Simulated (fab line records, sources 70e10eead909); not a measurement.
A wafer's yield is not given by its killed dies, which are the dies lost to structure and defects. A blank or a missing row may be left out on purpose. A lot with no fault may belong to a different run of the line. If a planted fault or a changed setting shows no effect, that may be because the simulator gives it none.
Which of the tools did it?    flow nand-harc    13 lots, 39 wafers sampled, at 6 steps of a route of 1302

WHAT THE GAUGES READ, wafer by wafer
NHARC_A_SOURCE_PLATE_THK_MEAS_09: measures by ellipsometry. Usual: thk-nm at 9.9 nm, with a standard deviation of 0.96.
lot   measured      on             thk-nm (nm)    flag
L645  day 7 10:58   film-metro-01  8.8 9.8 10.8   
L646  day 7 17:02   film-metro-01  9.9 10.3 10.8  
L647  day 7 23:35   film-metro-01  10.6 10.1 9.8  
L648  day 8 11:17   film-metro-01  11.4 8.1 10.3  
L651  day 9 13:08   film-metro-01  8.9 10.1 9.5   
L652  day 10 05:39  film-metro-02  9.4 9.8 10.2   
L656  day 11 22:41  film-metro-01  11.3 8.7 9.4   
L657  day 11 22:43  film-metro-01  11.7 10.2 9.3  
L661  day 13 17:52  film-metro-01  9.5 8.0 10.5   
L663  day 14 12:48  film-metro-02  9.0 10.3 10.8  
L664  day 14 22:22  film-metro-02  9.9 11.1 10.5  
L665  day 15 15:44  film-metro-02  9.3 10.3 9.8   
L668  day 16 19:02  film-metro-01  11.5 10.8 9.7  

NHARC_A_ONON_D1_THK_MEAS_02: measures by ellipsometry. Usual: thk-nm at 1001 nm, with a standard deviation of 9.1.
lot   measured      on             thk-nm (nm)     flag
L645  day 8 00:37   film-metro-02  990 988 989     
L646  day 8 06:40   film-metro-02  1022 1023 1024  
L647  day 8 14:16   film-metro-01  1002 1000 1001  
L648  day 9 02:06   film-metro-01  994 992 993     
L651  day 10 02:16  film-metro-01  983 981 979     
L652  day 10 19:03  film-metro-02  1002 1003 1002  
L656  day 12 11:49  film-metro-02  1000 1001 1000  
L657  day 12 11:51  film-metro-01  995 999 997     
L661  day 14 07:27  film-metro-01  1002 1004 1004  
L663  day 15 02:01  film-metro-01  995 996 995     
L664  day 15 12:08  film-metro-02  1013 1014 1015  
L665  day 16 09:23  film-metro-02  998 1002 998    
L668  day 17 09:56  film-metro-01  1006 1005 1006  

NHARC_A_ONON_D1_THK_MEAS_24: measures by ellipsometry. Usual: thk-nm at 999 nm, with a standard deviation of 9.
lot   measured      on             thk-nm (nm)     flag
L645  day 8 12:05   film-metro-01  1017 1015 1015  
L646  day 8 21:20   film-metro-01  1000 1000 1000  
L647  day 9 01:40   film-metro-02  1004 1005 1003  
L648  day 9 17:09   film-metro-01  997 997 995     
L651  day 10 13:50  film-metro-02  1016 1015 1017  
L652  day 11 06:12  film-metro-01  1006 1006 1006  
L656  day 12 23:48  film-metro-01  994 994 996     
L657  day 12 23:48  film-metro-02  998 999 998     
L661  day 14 18:40  film-metro-02  985 985 986     
L663  day 15 13:18  film-metro-01  1462 1465 1464  OFF
L664  day 15 23:25  film-metro-02  1461 1461 1461  OFF
L665  day 16 23:53  film-metro-01  997 996 997     
L668  day 17 22:13  film-metro-02  996 996 996     

NHARC_END_SORT_01. Usual: killed-at-array 54, standard deviation 16; killed-at-other 0.6, standard deviation 0.86; killed-at-periphery 3.8, standard deviation 2.6; killed-dies 58, standard deviation 16; killed-open 3.3, standard deviation 1.8; killed-short 2.7, standard deviation 1.7.
lot   measured      on         killed-at-array  killed-at-other  killed-at-periphery  killed-dies  killed-open  killed-short  flag
L656  day 28 14:43  prober-01  74 82 85         0 0 1            5 9 6                79 91 92     2 1 2        0 4 1         
L663  day 31 21:07  prober-02  666 670 664      0 1 0            11 6 13              677 677 677  5 4 1        2 4 4         OFF
L664  day 31 21:56  prober-01  673 673 671      0 0 1            4 4 5                677 677 677  6 2 4        3 5 0         OFF

TOOL THAT RAN EACH LOT (tool first, then ch and the chambers of the sampled wafers, then the start)
lot   NHARC_A_ZERO_WELL_DESCUM_12         NHARC_A_ONON_D1_DEP_22
L645  rie-diel-13 ch 0,1,3, day 7 02:08   pecvd-onon-03 ch 0, day 8 11:35
L646  rie-diel-09 ch 0,1,2, day 7 08:50   pecvd-onon-04 ch 0, day 8 20:53
L647  rie-diel-03 ch 0,1, day 7 15:27     pecvd-onon-03 ch 0, day 9 01:12
L648  rie-diel-09 ch 0,1, day 8 02:11     pecvd-onon-04 ch 0, day 9 16:38
L651  rie-diel-03 ch 0,2, day 9 04:59     pecvd-onon-04 ch 0, day 10 13:19
L652  rie-diel-03 ch 1,2,3, day 9 21:04   pecvd-onon-04 ch 0, day 11 05:41
L656  rie-diel-09 ch 0,1,2, day 11 13:56  pecvd-onon-03 ch 0, day 12 23:18
L657  rie-diel-13 ch 0,1,3, day 11 16:34  pecvd-onon-04 ch 0, day 12 23:17
L661  rie-diel-09 ch 2,3, day 13 09:46    pecvd-onon-02 ch 0, day 14 18:09
L663  rie-diel-03 ch 0,1, day 14 04:11    pecvd-onon-03 ch 0, day 15 12:47
L664  rie-diel-13 ch 0,1,2, day 14 13:49  pecvd-onon-03 ch 0, day 15 22:58
L665  rie-diel-03 ch 0,1,2, day 15 03:29  pecvd-onon-04 ch 0, day 16 23:29
L668  rie-diel-13 ch 0,2,3, day 16 10:17  pecvd-onon-04 ch 0, day 17 21:43
- NHARC_A_ZERO_WELL_DESCUM_12: chemistry O2, time 3 s.
- NHARC_A_ONON_D1_DEP_22: target thk 1000 nm.

AS READ BY THE TOOLS THEMSELVES (means over the sampled wafers that have a number; for cases with no such wafer, the mark the record gives instead)
NHARC_A_ZERO_WELL_DESCUM_12. Usual: drypump-motor-current-A 5.69 A, standard deviation 0.25; oes-product-au 0.998 a.u., standard deviation 0.0067; rf-vpp-V 58.0 V, standard deviation 0.93; showerhead-plenum-p-Torr 1.97 Torr, standard deviation 0.065; throttle-valve-pct 11.311 %, standard deviation 0.0086.
lot   tool         drypump-motor-current-A (A)  oes-product-au (a.u.)  rf-vpp-V (V)  showerhead-plenum-p-Torr (Torr)  throttle-valve-pct (%)  flag
L645  rie-diel-13  5.62                         0.995                  57.2          1.96                             11.306                  
L646  rie-diel-09  5.72                         0.997                  58.8          2.00                             11.313                  
L647  rie-diel-03  5.73                         1.008                  58.9          2.01                             11.312                  
L648  rie-diel-09  5.72                         0.998                  58.2          2.03                             11.306                  
L651  rie-diel-03  5.55                         0.998                  58.3          2.04                             11.313                  
L652  rie-diel-03  5.92                         0.995                  57.4          1.97                             11.319                  
L656  rie-diel-09  5.72                         0.991                  57.6          1.99                             11.323                  
L657  rie-diel-13  5.60                         0.996                  58.0          1.95                             11.313                  
L661  rie-diel-09  5.55                         0.990                  58.4          1.91                             11.308                  
L663  rie-diel-03  5.97                         0.996                  57.9          1.97                             11.313                  
L664  rie-diel-13  5.68                         1.000                  58.2          1.89                             11.309                  
L665  rie-diel-03  5.81                         0.990                  58.5          2.00                             11.310                  
L668  rie-diel-13  5.74                         0.993                  58.1          1.93                             11.319                  

THE ANSWER, worked out from the rows above alone
Rule: a lot counts as off when the mean over its wafers that have a number is more than 3 standard deviations away from the usual mean. Also off: a lot with no number at a reading for which 4 or more lots have one. The other lots that the step has rows for count as sound. After the gauges, taken in route order, come the tools' own readings; for these a lot's mean is taken, as printed above. The first step at which some lot is off is used, and at that step the reading that is off furthest; a lot without a number counts as furthest.
Off: L663, L664, at NHARC_A_ONON_D1_THK_MEAS_24 (thk-nm).
If a tool, at a process step before that reading, ran all the lots that are off and no sound lot after the first of them, it fits. The gauges at NHARC_A_ONON_D1_THK_MEAS_24 aren't tried: what is off there is off at NHARC_END_SORT_01 too, on other tools, and a gauge's error can't cause that. One candidate fits, namely pecvd-onon-03 at NHARC_A_ONON_D1_DEP_22. A fault onset in the window from L656 (day 12 23:18, its last sound lot) to L663 (day 15 12:47, its first lot off) fits.

WHAT THE SIMULATOR HAD INSERTED
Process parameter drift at NHARC_A_ONON_D1_DEP_22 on pecvd-onon-03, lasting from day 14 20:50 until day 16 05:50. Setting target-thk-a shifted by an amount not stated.
Struck lots among those shown: L663, L664. The rule given above showed the same thing.
